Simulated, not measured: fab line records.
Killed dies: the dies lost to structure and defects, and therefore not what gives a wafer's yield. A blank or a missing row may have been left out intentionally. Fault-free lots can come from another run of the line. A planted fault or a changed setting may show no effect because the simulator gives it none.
fab line records / flow nand-harc
record lots=6 wafers=18 last-day=25
route steps=1159 shown P_M1@311 P_M2@318 END@1159
lots untouched by any fault: they come from a run of this same line in which no faults occurred
start-h: start of the lot's first displayed wafer, in hours after the record's first day / wait-h: time in hours since the lot's previous step / " identical to the entry in the row above / L1.1+2: several wafers, shown together as one row / - either no value or no given start / * or withheld: withheld / < > ~ a bound
route shown NAME@n: NAME is a module with steps in the file, n the number in the route of the first one / usual: average and standard deviation across the fault-free wafers / same: alike in all rows / chamber/n: place in a boat / sites: readings site by site / _std_site: the values' standard deviation / _edge_site: the outer-site mean with the inner-site mean subtracted / radius-mm: how far each site lies from the wafer's centre / mask NAME#n: copy n / behind: tool/chamber where the wafer was last shaped / hold: cause of the lot's hold/its duration in hours/its outcome / device: the n, p or np transistor that did not switch / end of line: the same wafers' tests at the end of the route / for a step that has no rows: nothing shown but its recipe / killed: the dies lost at the first sort to structure and to defects; this is not the yield of the wafer / map: shows each die of a wafer: x if killed, . if not, _ if none is there
set.NAME: the setting that was run; set.NAME@STEP: the one run at that earlier step / model.NAME: the simulator's own value behind a step, which no gauge read
certain route steps with their lots: each step a table, each wafer a row
services: the hour from which a tool's chamber was out of use, counted from the record's first day as start-h (under 0 if before that day), plus the number of hours and why
## steps
# step NHARC_P_M1_CMP_23
# recipe t-overpolish-s=20 target-thk-nm=157.82
# usual motor-current-A=12.3/1.2 time-to-endpoint-s=27.3/2.4
lot.wafer=L873.2 tool=cmp-02 chamber=1 start-h=187.52 wait-h=- motor-current-A=13.7 time-to-endpoint-s=28.0
lot.wafer=L873.1 tool=cmp-02 chamber=2 start-h=187.52 wait-h=- motor-current-A=12.2 time-to-endpoint-s=27.7
lot.wafer=L873.5 tool=cmp-02 chamber=3 start-h=187.52 wait-h=- motor-current-A=9.7 time-to-endpoint-s=29.7
lot.wafer=L875.4 tool=cmp-04 chamber=3 start-h=209.64 wait-h=- motor-current-A=13.2 time-to-endpoint-s=25.9
lot.wafer=L875.2 tool=cmp-04 chamber=0 start-h=209.64 wait-h=- motor-current-A=12.8 time-to-endpoint-s=21.7
lot.wafer=L875.5 tool=cmp-04 chamber=1 start-h=209.64 wait-h=- motor-current-A=13.1 time-to-endpoint-s=27.4
lot.wafer=L881.2 tool=cmp-03 chamber=1 start-h=228.38 wait-h=- motor-current-A=13.2 time-to-endpoint-s=29.6
lot.wafer=L881.6 tool=cmp-03 chamber=0 start-h=228.38 wait-h=- motor-current-A=10.9 time-to-endpoint-s=25.9
lot.wafer=L881.5 tool=cmp-03 chamber=1 start-h=228.38 wait-h=- motor-current-A=11.9 time-to-endpoint-s=32.5
lot.wafer=L882.2 tool=cmp-02 chamber=1 start-h=239.65 wait-h=- motor-current-A=13.4 time-to-endpoint-s=27.9
lot.wafer=L882.4 tool=cmp-02 chamber=2 start-h=239.65 wait-h=- motor-current-A=11.7 time-to-endpoint-s=27.1
lot.wafer=L882.3 tool=cmp-02 chamber=0 start-h=239.65 wait-h=- motor-current-A=13.2 time-to-endpoint-s=31.0
lot.wafer=L883.3 tool=cmp-02 chamber=3 start-h=240.80 wait-h=- motor-current-A=9.2 time-to-endpoint-s=26.1
lot.wafer=L883.6 tool=cmp-02 chamber=2 start-h=240.80 wait-h=- motor-current-A=12.6 time-to-endpoint-s=28.0
lot.wafer=L883.5 tool=cmp-02 chamber=3 start-h=240.80 wait-h=- motor-current-A=9.9 time-to-endpoint-s=25.0
lot.wafer=L885.3 tool=cmp-04 chamber=3 start-h=252.15 wait-h=- motor-current-A=14.4 time-to-endpoint-s=24.6
lot.wafer=L885.1 tool=cmp-04 chamber=0 start-h=252.15 wait-h=- motor-current-A=12.8 time-to-endpoint-s=22.6
lot.wafer=L885.4 tool=cmp-04 chamber=2 start-h=252.15 wait-h=- motor-current-A=13.0 time-to-endpoint-s=26.3
# step NHARC_P_M1_THK_MEAS_24
# recipe thk-meas-gauge=xrf
# usual thk-nm=157.1/1.4
lot.wafer=L873.1 tool=film-metro-01 chamber=- start-h=187.77 wait-h=- thk-nm=157.7
lot.wafer=L873.2 tool=film-metro-01 chamber=- start-h=187.77 wait-h=- thk-nm=155.7
lot.wafer=L873.5 tool=film-metro-01 chamber=- start-h=187.77 wait-h=- thk-nm=157.4
lot.wafer=L875.2 tool=film-metro-01 chamber=- start-h=209.91 wait-h=- thk-nm=155.5
lot.wafer=L875.4 tool=film-metro-01 chamber=- start-h=209.91 wait-h=- thk-nm=155.0
lot.wafer=L875.5 tool=film-metro-01 chamber=- start-h=209.91 wait-h=- thk-nm=157.9
lot.wafer=L881.2 tool=film-metro-02 chamber=- start-h=228.66 wait-h=- thk-nm=157.1
lot.wafer=L881.5 tool=film-metro-02 chamber=- start-h=228.66 wait-h=- thk-nm=154.4
lot.wafer=L881.6 tool=film-metro-02 chamber=- start-h=228.66 wait-h=- thk-nm=156.0
lot.wafer=L882.2 tool=film-metro-01 chamber=- start-h=239.97 wait-h=- thk-nm=156.9
lot.wafer=L882.3 tool=film-metro-01 chamber=- start-h=239.97 wait-h=- thk-nm=159.1
lot.wafer=L882.4 tool=film-metro-01 chamber=- start-h=239.97 wait-h=- thk-nm=157.2
lot.wafer=L883.3 tool=film-metro-02 chamber=- start-h=241.08 wait-h=- thk-nm=160.0
lot.wafer=L883.5 tool=film-metro-02 chamber=- start-h=241.08 wait-h=- thk-nm=156.5
lot.wafer=L883.6 tool=film-metro-02 chamber=- start-h=241.08 wait-h=- thk-nm=155.8
lot.wafer=L885.1 tool=film-metro-02 chamber=- start-h=252.46 wait-h=- thk-nm=157.1
lot.wafer=L885.3 tool=film-metro-02 chamber=- start-h=252.46 wait-h=- thk-nm=157.8
lot.wafer=L885.4 tool=film-metro-02 chamber=- start-h=252.46 wait-h=- thk-nm=156.4
# step NHARC_P_M1_SRD_25
# step NHARC_P_M1_INSPECT_27
# usual raw-defect-count=324/140
lot.wafer=L873.1 tool=defect-inspect-01 chamber=- start-h=187.93 wait-h=0.0 raw-defect-count=274
lot.wafer=L873.2 tool=defect-inspect-01 chamber=- start-h=187.93 wait-h=0.0 raw-defect-count=351
lot.wafer=L873.5 tool=defect-inspect-01 chamber=- start-h=187.93 wait-h=0.0 raw-defect-count=455
lot.wafer=L875.2 tool=defect-inspect-01 chamber=- start-h=210.06 wait-h=0.0 raw-defect-count=249
lot.wafer=L875.4 tool=defect-inspect-01 chamber=- start-h=210.06 wait-h=0.0 raw-defect-count=199
lot.wafer=L875.5 tool=defect-inspect-01 chamber=- start-h=210.06 wait-h=0.0 raw-defect-count=337
lot.wafer=L881.2 tool=defect-inspect-01 chamber=- start-h=228.82 wait-h=0.0 raw-defect-count=177
lot.wafer=L881.5 tool=defect-inspect-01 chamber=- start-h=228.82 wait-h=0.0 raw-defect-count=183
lot.wafer=L881.6 tool=defect-inspect-01 chamber=- start-h=228.82 wait-h=0.0 raw-defect-count=211
lot.wafer=L882.2 tool=defect-inspect-01 chamber=- start-h=240.13 wait-h=0.0 raw-defect-count=197
lot.wafer=L882.3 tool=defect-inspect-01 chamber=- start-h=240.13 wait-h=0.0 raw-defect-count=508
lot.wafer=L882.4 tool=defect-inspect-01 chamber=- start-h=240.13 wait-h=0.0 raw-defect-count=324
lot.wafer=L883.3 tool=defect-inspect-01 chamber=- start-h=241.26 wait-h=0.0 raw-defect-count=452
lot.wafer=L883.5 tool=defect-inspect-01 chamber=- start-h=241.26 wait-h=0.0 raw-defect-count=122
lot.wafer=L883.6 tool=defect-inspect-01 chamber=- start-h=241.26 wait-h=0.0 raw-defect-count=190
lot.wafer=L885.1 tool=defect-inspect-02 chamber=- start-h=252.64 wait-h=0.0 raw-defect-count=277
lot.wafer=L885.3 tool=defect-inspect-02 chamber=- start-h=252.64 wait-h=0.0 raw-defect-count=306
lot.wafer=L885.4 tool=defect-inspect-02 chamber=- start-h=252.64 wait-h=0.0 raw-defect-count=193
# step NHARC_P_M1_PRE_CLEAN_32
# recipe time-s=12 temp-c=370 rf-power-w=300 gas=NH3
# usual heater-power-w=662/63
lot.wafer=L873.1 tool=pecvd-02 chamber=2 start-h=188.00 wait-h=0.1 heater-power-w=673
lot.wafer=L873.2 tool=pecvd-02 chamber=0 start-h=188.00 wait-h=0.1 heater-power-w=689
lot.wafer=L873.5 tool=pecvd-02 chamber=1 start-h=188.00 wait-h=0.1 heater-power-w=711
lot.wafer=L875.2 tool=pecvd-02 chamber=2 start-h=210.16 wait-h=0.1 heater-power-w=558
lot.wafer=L875.4 tool=pecvd-02 chamber=0 start-h=210.16 wait-h=0.1 heater-power-w=629
lot.wafer=L875.5 tool=pecvd-02 chamber=2 start-h=210.16 wait-h=0.1 heater-power-w=538
lot.wafer=L881.2 tool=pecvd-02 chamber=1 start-h=228.90 wait-h=0.1 heater-power-w=675
lot.wafer=L881.5 tool=pecvd-02 chamber=1 start-h=228.90 wait-h=0.1 heater-power-w=693
lot.wafer=L881.6 tool=pecvd-02 chamber=2 start-h=228.90 wait-h=0.1 heater-power-w=607
lot.wafer=L882.2 tool=pecvd-03 chamber=0 start-h=240.19 wait-h=0.1 heater-power-w=668
lot.wafer=L882.3 tool=pecvd-03 chamber=2 start-h=240.19 wait-h=0.1 heater-power-w=750
lot.wafer=L882.4 tool=pecvd-03 chamber=1 start-h=240.19 wait-h=0.1 heater-power-w=656
lot.wafer=L883.3 tool=pecvd-02 chamber=0 start-h=241.33 wait-h=0.1 heater-power-w=589
lot.wafer=L883.5 tool=pecvd-02 chamber=0 start-h=241.33 wait-h=0.1 heater-power-w=590
lot.wafer=L883.6 tool=pecvd-02 chamber=2 start-h=241.33 wait-h=0.1 heater-power-w=581
lot.wafer=L885.3 tool=pecvd-02 chamber=2 start-h=252.91 wait-h=0.3 heater-power-w=619
lot.wafer=L885.1 tool=pecvd-02 chamber=0 start-h=252.91 wait-h=0.3 heater-power-w=655
lot.wafer=L885.4 tool=pecvd-02 chamber=1 start-h=252.91 wait-h=0.3 heater-power-w=618
# step NHARC_P_M1_DEP_33
# recipe target-thk-a=300 temp-c=370 target-thk-nm=30 pressure-torr=3 flow-sccm=200 rf-w=450 material=SiCN
# usual heater-power-w=604/57
lot.wafer=L873.1 tool=pecvd-02 chamber=2 start-h=188.08 wait-h=0.1 heater-power-w=517
lot.wafer=L873.2 tool=pecvd-02 chamber=0 start-h=188.08 wait-h=0.1 heater-power-w=636
lot.wafer=L873.5 tool=pecvd-02 chamber=1 start-h=188.08 wait-h=0.1 heater-power-w=665
lot.wafer=L875.2 tool=pecvd-02 chamber=2 start-h=210.30 wait-h=0.1 heater-power-w=540
lot.wafer=L875.4 tool=pecvd-02 chamber=0 start-h=210.30 wait-h=0.1 heater-power-w=572
lot.wafer=L875.5 tool=pecvd-02 chamber=2 start-h=210.30 wait-h=0.1 heater-power-w=549
lot.wafer=L881.2 tool=pecvd-02 chamber=1 start-h=229.01 wait-h=0.1 heater-power-w=649
lot.wafer=L881.5 tool=pecvd-02 chamber=1 start-h=229.01 wait-h=0.1 heater-power-w=652
lot.wafer=L881.6 tool=pecvd-02 chamber=2 start-h=229.01 wait-h=0.1 heater-power-w=504
lot.wafer=L882.2 tool=pecvd-03 chamber=0 start-h=240.27 wait-h=0.1 heater-power-w=631
lot.wafer=L882.3 tool=pecvd-03 chamber=2 start-h=240.27 wait-h=0.1 heater-power-w=633
lot.wafer=L882.4 tool=pecvd-03 chamber=1 start-h=240.27 wait-h=0.1 heater-power-w=557
lot.wafer=L883.3 tool=pecvd-02 chamber=0 start-h=241.41 wait-h=0.1 heater-power-w=583
lot.wafer=L883.5 tool=pecvd-02 chamber=0 start-h=241.41 wait-h=0.1 heater-power-w=581
lot.wafer=L883.6 tool=pecvd-02 chamber=2 start-h=241.41 wait-h=0.1 heater-power-w=574
lot.wafer=L885.3 tool=pecvd-02 chamber=2 start-h=252.99 wait-h=0.1 heater-power-w=529
lot.wafer=L885.1 tool=pecvd-02 chamber=0 start-h=252.99 wait-h=0.1 heater-power-w=656
lot.wafer=L885.4 tool=pecvd-02 chamber=1 start-h=252.99 wait-h=0.1 heater-power-w=697
# step NHARC_P_M2_DEP_00
# recipe target-thk-a=1825 target-thk-nm=182.5 temp-c=withheld pressure-torr=5 flow-sccm=200 rf-w=600 material=SiOC
# step NHARC_P_M2_DEHYDRATE_01
# recipe temp-c=150 time-s=120
# step NHARC_P_M2_HMDS_02
# recipe time-s=30
# step NHARC_P_M2_COAT_34
# recipe temp-c=200 time-s=65
# step NHARC_P_M2_COAT_03
# recipe spin-rpm=1500 resist-thk-nm=90
# step NHARC_P_M2_SOFTBAKE_04
# recipe temp-c=105 time-s=55
# usual exhaust-pa=45.0/0.84 heater-power-total-W=188.48/0.14
lot.wafer=L873.1 tool=litho-track-01 chamber=0 start-h=188 wait-h=- exhaust-pa=44.4 heater-power-total-W=188.40
lot.wafer=L873.2 tool=litho-track-01 chamber=0 start-h=188 wait-h=- exhaust-pa=44.1 heater-power-total-W=188.76
lot.wafer=L873.5 tool=litho-track-01 chamber=0 start-h=188 wait-h=- exhaust-pa=45.1 heater-power-total-W=188.73
lot.wafer=L875.2 tool=litho-track-06 chamber=0 start-h=211 wait-h=- exhaust-pa=46.0 heater-power-total-W=188.59
lot.wafer=L875.4 tool=litho-track-06 chamber=0 start-h=211 wait-h=- exhaust-pa=46.7 heater-power-total-W=188.44
lot.wafer=L875.5 tool=litho-track-06 chamber=0 start-h=211 wait-h=- exhaust-pa=45.4 heater-power-total-W=188.40
lot.wafer=L881.2 tool=litho-track-06 chamber=0 start-h=229 wait-h=- exhaust-pa=45.4 heater-power-total-W=323.01
lot.wafer=L881.5 tool=litho-track-06 chamber=0 start-h=229 wait-h=- exhaust-pa=45.1 heater-power-total-W=323.25
lot.wafer=L881.6 tool=litho-track-06 chamber=0 start-h=229 wait-h=- exhaust-pa=45.5 heater-power-total-W=323.09
lot.wafer=L882.2 tool=litho-track-06 chamber=0 start-h=241 wait-h=- exhaust-pa=45.5 heater-power-total-W=323.18
lot.wafer=L882.3 tool=litho-track-06 chamber=0 start-h=241 wait-h=- exhaust-pa=45.1 heater-power-total-W=322.95
lot.wafer=L882.4 tool=litho-track-06 chamber=0 start-h=241 wait-h=- exhaust-pa=45.9 heater-power-total-W=323.30
lot.wafer=L883.3 tool=litho-track-04 chamber=0 start-h=242 wait-h=- exhaust-pa=45.2 heater-power-total-W=188.35
lot.wafer=L883.5 tool=litho-track-04 chamber=0 start-h=242 wait-h=- exhaust-pa=44.6 heater-power-total-W=188.43
lot.wafer=L883.6 tool=litho-track-04 chamber=0 start-h=242 wait-h=- exhaust-pa=45.3 heater-power-total-W=188.66
lot.wafer=L885.1 tool=litho-track-01 chamber=0 start-h=253 wait-h=- exhaust-pa=43.8 heater-power-total-W=188.30
lot.wafer=L885.3 tool=litho-track-01 chamber=0 start-h=253 wait-h=- exhaust-pa=44.2 heater-power-total-W=188.31
lot.wafer=L885.4 tool=litho-track-01 chamber=0 start-h=253 wait-h=- exhaust-pa=43.9 heater-power-total-W=188.46
# step NHARC_P_M2_EBR_05
# step NHARC_END_SORT_01
# recipe temp-c=25
# usual defect-limited-yield=95.0/1.6 killed-at-array=30/10 killed-at-other=0.5/0.82 killed-at-periphery=2.9/2 killed-dies=34/11 killed-open=3.2/1.8 killed-short=2.0/1.4 sort_bin_2_pct=1.5/0.68 sort_bin_3_pct=0.28/0.21 sort_bin_4_pct=3.1/0.97 sort-n-pass=643/11 sort-rim-yield-pct=94.6/2.9 sort-yield-pct=95.0/1.6
# same gross-dies=677 sort_bin_5_pct[%]=0 sort_bin_6_pct[%]=0 sort_bin_7_pct[%]=0 sort_bin_8_pct[%]=0 sort-rim-n-gross=106.00
lot.wafer=L873.1 tool=prober-01 chamber=0 start-h=502.54 wait-h=2.5 defect-limited-yield[%]=95.4 killed-at-array=26 killed-at-other=1 killed-at-periphery=4 killed-dies=31 killed-open=6 killed-short=3 sort_bin_2_pct[%]=1.3 sort_bin_3_pct[%]=0.15 sort_bin_4_pct[%]=3.1 sort-n-pass=646 sort-rim-yield-pct[%]=96.2 sort-yield-pct[%]=95.4
lot.wafer=L873.2 tool=prober-01 chamber=0 start-h=503.33 wait-h=2.8 defect-limited-yield[%]=94.7 killed-at-array=33 killed-at-other=0 killed-at-periphery=3 killed-dies=36 killed-open=5 killed-short=5 sort_bin_2_pct[%]=1.8 sort_bin_3_pct[%]=0.15 sort_bin_4_pct[%]=3.4 sort-n-pass=641 sort-rim-yield-pct[%]=97.2 sort-yield-pct[%]=94.7
lot.wafer=L873.5 tool=prober-01 chamber=0 start-h=505.72 wait-h=3.7 defect-limited-yield[%]=95.4 killed-at-array=30 killed-at-other=1 killed-at-periphery=0 killed-dies=31 killed-open=3 killed-short=3 sort_bin_2_pct[%]=1.3 sort_bin_3_pct[%]=0.30 sort_bin_4_pct[%]=3.0 sort-n-pass=646 sort-rim-yield-pct[%]=93.4 sort-yield-pct[%]=95.4
lot.wafer=L882.2 tool=prober-01 chamber=0 start-h=567.16 wait-h=2.8 defect-limited-yield[%]=89.7 killed-at-array=63 killed-at-other=0 killed-at-periphery=7 killed-dies=70 killed-open=4 killed-short=1 sort_bin_2_pct[%]=4.3 sort_bin_3_pct[%]=0.89 sort_bin_4_pct[%]=5.2 sort-n-pass=607 sort-rim-yield-pct[%]=93.4 sort-yield-pct[%]=89.7
lot.wafer=L882.3 tool=prober-01 chamber=0 start-h=567.95 wait-h=3.1 defect-limited-yield[%]=93.9 killed-at-array=39 killed-at-other=0 killed-at-periphery=2 killed-dies=41 killed-open=1 killed-short=2 sort_bin_2_pct[%]=1.9 sort_bin_3_pct[%]=0.30 sort_bin_4_pct[%]=3.8 sort-n-pass=636 sort-rim-yield-pct[%]=92.5 sort-yield-pct[%]=93.9
lot.wafer=L882.4 tool=prober-01 chamber=0 start-h=568.74 wait-h=3.4 defect-limited-yield[%]=92.9 killed-at-array=43 killed-at-other=0 killed-at-periphery=5 killed-dies=48 killed-open=1 killed-short=4 sort_bin_2_pct[%]=2.4 sort_bin_3_pct[%]=0.30 sort_bin_4_pct[%]=4.4 sort-n-pass=629 sort-rim-yield-pct[%]=92.5 sort-yield-pct[%]=92.9
lot.wafer=L885.1 tool=prober-02 chamber=0 start-h=591.04 wait-h=2.5 defect-limited-yield[%]=93.5 killed-at-array=40 killed-at-other=1 killed-at-periphery=3 killed-dies=44 killed-open=4 killed-short=3 sort_bin_2_pct[%]=1.9 sort_bin_3_pct[%]=0.74 sort_bin_4_pct[%]=3.8 sort-n-pass=633 sort-rim-yield-pct[%]=96.2 sort-yield-pct[%]=93.5
lot.wafer=L885.3 tool=prober-02 chamber=0 start-h=592.64 wait-h=3.1 defect-limited-yield[%]=91.7 killed-at-array=53 killed-at-other=0 killed-at-periphery=3 killed-dies=56 killed-open=4 killed-short=1 sort_bin_2_pct[%]=1.9 sort_bin_3_pct[%]=0.30 sort_bin_4_pct[%]=6.1 sort-n-pass=621 sort-rim-yield-pct[%]=94.3 sort-yield-pct[%]=91.7
lot.wafer=L885.4 tool=prober-02 chamber=0 start-h=593.43 wait-h=3.4 defect-limited-yield[%]=93.4 killed-at-array=43 killed-at-other=0 killed-at-periphery=2 killed-dies=45 killed-open=5 killed-short=1 sort_bin_2_pct[%]=3.5 sort_bin_3_pct[%]=0.44 sort_bin_4_pct[%]=2.7 sort-n-pass=632 sort-rim-yield-pct[%]=94.3 sort-yield-pct[%]=93.4
# killed by level:class
L873.1 A_SLIT:chamber-film-flake=11 A_CHANNEL_HOLE_D1:chamber-film-flake=5 A_WL_FILL:geometric-particle:open=2 A_STAIRCASE:chamber-film-flake=2 A_WL_FILL:chamber-film-flake=2 P_M0:geometric-particle:open=1 P_M0:geometric-particle:short=1 P_M1:geometric-particle:open=1
L873.2 A_SLIT:chamber-film-flake=11 A_CHANNEL_HOLE_D1:chamber-film-flake=6 A_STAIRCASE:chamber-film-flake=5 A_M0:geometric-particle:short=2 P_ZERO_WELL:chamber-film-flake=2 P_M0:geometric-particle:open=1 A_CHANNEL_HOLE_D1:geometric-particle:open=1 A_CHANNEL_FILL_D1:geometric-particle:open=1
L873.5 A_SLIT:chamber-film-flake=9 A_CHANNEL_HOLE_D1:chamber-film-flake=7 A_CONTACT:chamber-film-flake=3 A_STAIRCASE:chamber-film-flake=3 A_WL_FILL:chamber-film-flake=2 A_ONON_D1:geometric-particle:open=1 A_CHANNEL_FILL_D1:geometric-particle:open=1 A_CHANNEL_FILL_D1:geometric-particle:short=1
L882.2 A_SLIT:chamber-film-flake=29 A_CHANNEL_HOLE_D1:chamber-film-flake=23 P_M2:chamber-film-flake=4 A_CONTACT:chamber-film-flake=3 A_STAIRCASE:chamber-film-flake=2 A_ZERO_WELL:chamber-film-flake=2 P_M0:geometric-particle:open=1 A_SOURCE_PLATE:geometric-particle:short=1
L882.3 A_SLIT:chamber-film-flake=17 A_CHANNEL_HOLE_D1:chamber-film-flake=11 A_CONTACT:chamber-film-flake=5 A_STAIRCASE:chamber-film-flake=3 P_CONTACT:geometric-particle:short=1 A_CHANNEL_FILL_D1:geometric-particle:short=1 A_M1:geometric-particle:open=1 P_M2:chamber-film-flake=1
L882.4 A_SLIT:chamber-film-flake=21 A_CHANNEL_HOLE_D1:chamber-film-flake=15 A_CONTACT:chamber-film-flake=6 P_CONTACT:geometric-particle:short=1 P_M0:geometric-particle:open=1 P_M0:geometric-particle:short=1 P_M1:geometric-particle:short=1 A_CHANNEL_FILL_D1:geometric-particle:short=1
L885.1 A_SLIT:chamber-film-flake=22 A_CONTACT:chamber-film-flake=8 A_CHANNEL_HOLE_D1:chamber-film-flake=6 P_CONTACT:geometric-particle:short=2 A_CONTACT:geometric-particle:open=2 P_M0:geometric-particle:open=1 A_SGD_CUT:geometric-particle:open=1 STARTING-WAFER:geometric-particle:short=1
L885.3 A_SLIT:chamber-film-flake=19 A_CHANNEL_HOLE_D1:chamber-film-flake=11 A_CONTACT:chamber-film-flake=11 A_WL_FILL:chamber-film-flake=3 A_CONTACT:geometric-particle:open=2 P_STI:chamber-film-flake=2 A_STAIRCASE:chamber-film-flake=2 A_ONON_D1:geometric-particle:open=1
L885.4 A_SLIT:chamber-film-flake=15 A_CHANNEL_HOLE_D1:chamber-film-flake=12 A_CONTACT:chamber-film-flake=10 A_WL_FILL:geometric-particle:open=2 P_STI:geometric-particle:open=1 A_SOURCE_PLATE:geometric-particle:short=1 A_ONON_D1:geometric-particle:open=1 A_CONTACT:geometric-particle:open=1
## services
tool=pecvd-02 chamber=0 start-h=166.00 hours=- kind=clean
tool=pecvd-02 chamber=1 start-h=166.00 hours=- kind=clean
tool=pecvd-02 chamber=2 start-h=166.00 hours=- kind=clean
tool=pecvd-02 chamber=- start-h=190.39 hours=1.8 kind=repair
tool=cmp-04 chamber=- start-h=203.25 hours=4.0 kind=pm
tool=cmp-04 chamber=- start-h=207.25 hours=- kind=consumable-replace:conditioner
tool=cmp-04 chamber=- start-h=207.25 hours=- kind=consumable-replace:pad
tool=cmp-04 chamber=- start-h=215.28 hours=1.6 kind=repair
tool=cmp-02 chamber=- start-h=220.94 hours=1.1 kind=repair
tool=pecvd-02 chamber=0 start-h=223.33 hours=5.0 kind=repair
tool=cmp-02 chamber=- start-h=226.50 hours=4.0 kind=pm
tool=cmp-02 chamber=- start-h=230.50 hours=- kind=consumable-replace:conditioner
tool=cmp-02 chamber=- start-h=230.50 hours=- kind=consumable-replace:pad
tool=cmp-03 chamber=- start-h=238.48 hours=1.7 kind=repair
tool=cmp-04 chamber=- start-h=239.53 hours=3.4 kind=repair
## key
first-sign step=NHARC_P_M2_SOFTBAKE_04 reading=heater-power-total-W direction=up sigmas=99+ usual=* struck=*
effect none on later readings
met-at NHARC_P_M2_SOFTBAKE_04
struck-wafers L881.2,L881.5,L881.6,L882.2,L882.3,L882.4
fault kind=process-parameter-drift tool=litho-track-06 chamber=- onset-h=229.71 steps=NHARC_P_M2_SOFTBAKE_04 channel=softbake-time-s offset=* shape=step end-h=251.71 acts-in=* stated=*
